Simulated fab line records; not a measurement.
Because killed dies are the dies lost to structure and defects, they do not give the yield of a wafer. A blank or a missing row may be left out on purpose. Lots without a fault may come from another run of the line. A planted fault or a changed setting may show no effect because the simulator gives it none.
Which tool was responsible? | flow n5 finfet | 30 wafers from 10 lots sampled at 2 of the route's 1938 steps

## WHAT THE GAUGES SHOWED, per wafer
N5_SD_EPI_P_INSPECT_26: inspects for defects (darkfield).
lot  | measured    | on                | raw defect count
L435 | day 3 16:03 | defect inspect-01 | 251 204 222
L436 | day 3 22:43 | defect inspect-02 | 124 153 95
L439 | day 4 17:25 | defect inspect-01 | 206 216 205
L440 | day 4 23:44 | defect inspect-02 | 149 124 131
L441 | day 5 10:07 | defect inspect-01 | 176 204 218
L443 | day 5 23:49 | defect inspect-02 | 133 149 182
L451 | day 7 17:19 | defect inspect-02 | 161 1530 169
L452 | day 8 02:37 | defect inspect-02 | 189 181 153
L453 | day 8 03:32 | defect inspect-02 | 134 103 1463
L456 | day 8 19:42 | defect inspect-01 | 176 177 206

## TOOL THAT RAN EACH LOT (tool first, then ch and the chambers of the sampled wafers, then the start)
lot  | N5_SD_EPI_P_WET_ETCH_45
L435 | wet bench-03 ch 0,2,3, day 3 13:06
L436 | wet bench-03 ch 1,3,7, day 3 18:53
L439 | wet bench-02 ch 1,2,3, day 4 13:38
L440 | wet bench-02 ch 0,5,6, day 4 19:57
L441 | wet bench-03 ch 0,2,3, day 5 06:21
L443 | wet bench-03 ch 2,5,7, day 5 20:00
L451 | wet bench-03 ch 0,6,7, day 7 14:23
L452 | wet bench-04 ch 3,5,6, day 7 23:40
L453 | wet bench-03 ch 0,4,7, day 8 00:26
L456 | wet bench-04 ch 0,2,7, day 8 16:46
- N5_SD_EPI_P_WET_ETCH_45: etches SiO2 in dHF, time 10.7 s, target depth 2 nm, rinse time 30 s.

## THE ANSWER, worked out from the rows above alone
Rule: the lots themselves supply what counts as usual. Put in order of their means at a reading, lots are off if they are a third of the lots or fewer, leave a main group of 4 or more, and stand apart from it by a gap of 3 or more times the standard deviation of the main group's means; of several such gaps the widest counts. The tables above print the reading to a certain number of digits; a main group whose means all agree to those digits is not used. A lot without any number at a reading at which 4 lots or more have one is off too. Any other lot the step has rows for is counted as sound.
Off: L451, L453 (N5_SD_EPI_P_INSPECT_26, raw defect count). The main group: mean 176, standard deviation 34.
A tool fits if, at a process step before that reading, it ran every lot that is off, and no sound lot after the first of them. Those tools and the gauges at N5_SD_EPI_P_INSPECT_26 are tried in the same way. One fits: wet bench-03 at N5_SD_EPI_P_WET_ETCH_45. Its last sound lot is L443 (day 5 20:00), its first lot that is off L451 (day 7 14:23): a fault that began between those two fits.

## WHAT THE SIMULATOR PUT IN
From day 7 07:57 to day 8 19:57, wet bench-03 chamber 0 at N5_SD_EPI_P_WET_ETCH_45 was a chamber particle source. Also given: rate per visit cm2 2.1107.
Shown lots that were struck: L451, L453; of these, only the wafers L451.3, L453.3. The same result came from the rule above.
